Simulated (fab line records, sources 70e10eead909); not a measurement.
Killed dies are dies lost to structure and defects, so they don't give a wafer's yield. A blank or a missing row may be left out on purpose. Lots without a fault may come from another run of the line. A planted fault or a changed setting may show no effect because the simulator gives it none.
Chamber matching | flow nand_harc | NHARC_A_STAIRCASE_DESCUM_11 on rie_diel-04: 4 sister chambers
The step chemistry O2, time 3 s. 14 wafers are shown with their chamber, then 7 later ones without.

WAFERS WITH THEIR CHAMBER
wafer  | chamber | drypump_motor_current_A (A) | oes_product_au (a.u.) | showerhead_plenum_p_Torr (Torr)
L074.1 | 3       | 6.2                         | 1.007                 | 1.83
L074.3 | 2       | 6.3                         | 1.012                 | 1.77
L074.4 | 1       | 6.5                         | 1.018                 | 1.93
L077.1 | 2       | 6.3                         | 0.999                 | 1.77
L077.2 | 3       | 6.1                         | 0.998                 | 1.83
L077.3 | 1       | 6.5                         | 1.025                 | 1.92
L079.1 | 0       | 5.8                         | 1.000                 | 1.79
L079.2 | 1       | 6.5                         | 1.030                 | 1.92
L079.3 | 2       | 6.3                         | 1.011                 | 1.76
L081.2 | 3       | 6.1                         | 0.997                 | 1.82
L081.5 | 2       | 6.3                         | 1.003                 | 1.76
L081.6 | 1       | 6.6                         | 1.034                 | 1.92
L087.2 | 2       | 6.3                         | 0.987                 | 2.08
L087.4 | 3       | 6.2                         | 1.001                 | 1.82

SIGNATURES (means of the wafers above)
reading                  | chamber 0 | chamber 1 | chamber 2 | chamber 3 | scatter within a chamber
drypump_motor_current_A  | 5.800     | 6.525     | 6.300     | 6.150     | 0.0418
oes_product_au           | 1.00000   | 1.02675   | 1.00240   | 1.00075   | 0.00787
showerhead_plenum_p_Torr | 1.7900    | 1.9225    | 1.8280    | 1.8250    | 0.0892
Rule: a wafer's distance from a chamber is the root of the sum, over the readings, of the square of ((its reading less the chamber's mean) divided by the reading's scatter). The wafer belongs to the nearest chamber; if the next one is less than 2 further off, it can't be placed. The scatter: the root of (the sum of the squares of (reading less its chamber's mean) over the shown wafers, divided by (wafers less chambers)).

WAFERS WITHOUT THEIR CHAMBER
wafer  | drypump_motor_current_A (A) | oes_product_au (a.u.) | showerhead_plenum_p_Torr (Torr)
L087.5 | 5.8                         | 1.005                 | 1.79
L085.3 | 6.3                         | 0.995                 | 2.07
L085.5 | 5.8                         | 0.990                 | 1.79
L085.6 | 6.1                         | 0.997                 | 1.82
L090.3 | 6.5                         | 1.017                 | 1.91
L090.4 | 5.8                         | 0.997                 | 1.79
L090.5 | 6.1                         | 0.999                 | 1.82

WHICH CHAMBER EACH WENT THROUGH
wafer  | from the rows above     | in truth
L087.5 | 0                       | 0
L085.3 | can't be placed: 2 or 3 | 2
L085.5 | 0                       | 0
L085.6 | 3                       | 3
L090.3 | 1                       | 1
L090.4 | 0                       | 0
L090.5 | 3                       | 3
Placed correctly: 6 of 7. Can't be placed from these rows: 1 (the true chamber is among the candidates in 1). Placed wrongly: 0.
